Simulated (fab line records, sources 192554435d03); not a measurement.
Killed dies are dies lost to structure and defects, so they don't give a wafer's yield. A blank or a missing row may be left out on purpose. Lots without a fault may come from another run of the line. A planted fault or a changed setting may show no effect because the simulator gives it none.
Chamber matching | flow n5_finfet | N5_BEOL_M1_PRE_CLEAN_60 on cvd_co-01: 3 sister chambers
The step time 15 s. 6 wafers are shown with their chamber, then 12 later ones without.

WAFERS WITH THEIR CHAMBER
wafer  | chamber | heater_power_w (W) | rf_fwd_power_W (W)
L084.5 | 2       | 67                 | 297.9
L085.4 | 2       | 66                 | 297.4
L085.6 | 1       | 87                 | 295.4
L087.2 | 0       | 93                 | 295.9
L087.4 | 0       | 96                 | 296.4
L087.5 | 1       | 91                 | 295.6

WAFERS WITHOUT THEIR CHAMBER
wafer  | heater_power_w (W) | rf_fwd_power_W (W)
L089.1 | 65                 | 296.7
L089.5 | 97                 | 295.1
L089.6 | 65                 | 297.6
L095.2 | 87                 | 297.0
L095.4 | 97                 | 296.9
L095.6 | 86                 | 296.7
L096.1 | 85                 | 296.3
L096.5 | 64                 | 295.9
L096.6 | 83                 | 296.0
L097.1 | 98                 | 297.9
L097.3 | 65                 | 297.0
L097.5 | 86                 | 296.1

WHICH CHAMBER EACH WENT THROUGH
wafer  | from the rows above     | in truth
L089.1 | 2                       | 2
L089.5 | can't be placed: 0 or 1 | 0
L089.6 | 2                       | 2
L095.2 | can't be placed: 0 or 1 | 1
L095.4 | 0                       | 0
L095.6 | can't be placed: 1 or 0 | 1
L096.1 | can't be placed: 1 or 0 | 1
L096.5 | 2                       | 2
L096.6 | 1                       | 1
L097.1 | 0                       | 0
L097.3 | 2                       | 2
L097.5 | can't be placed: 1 or 0 | 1
Placed correctly: 7 of 12. Can't be placed from these rows: 5 (the true chamber is among the candidates in 5). Placed wrongly: 0.
How it was worked out, from the rows above alone: a wafer's distance from a chamber is the root of the sum, over the readings, of the square of ((its reading less the chamber's mean) divided by the reading's scatter). The wafer belongs to the nearest chamber; if the next one is less than 2 further off, it can't be placed. A chamber's mean is the mean of its shown wafers. The scatter: the root of (the sum of the squares of (reading less its chamber's mean) over the shown wafers, divided by (wafers less chambers)).
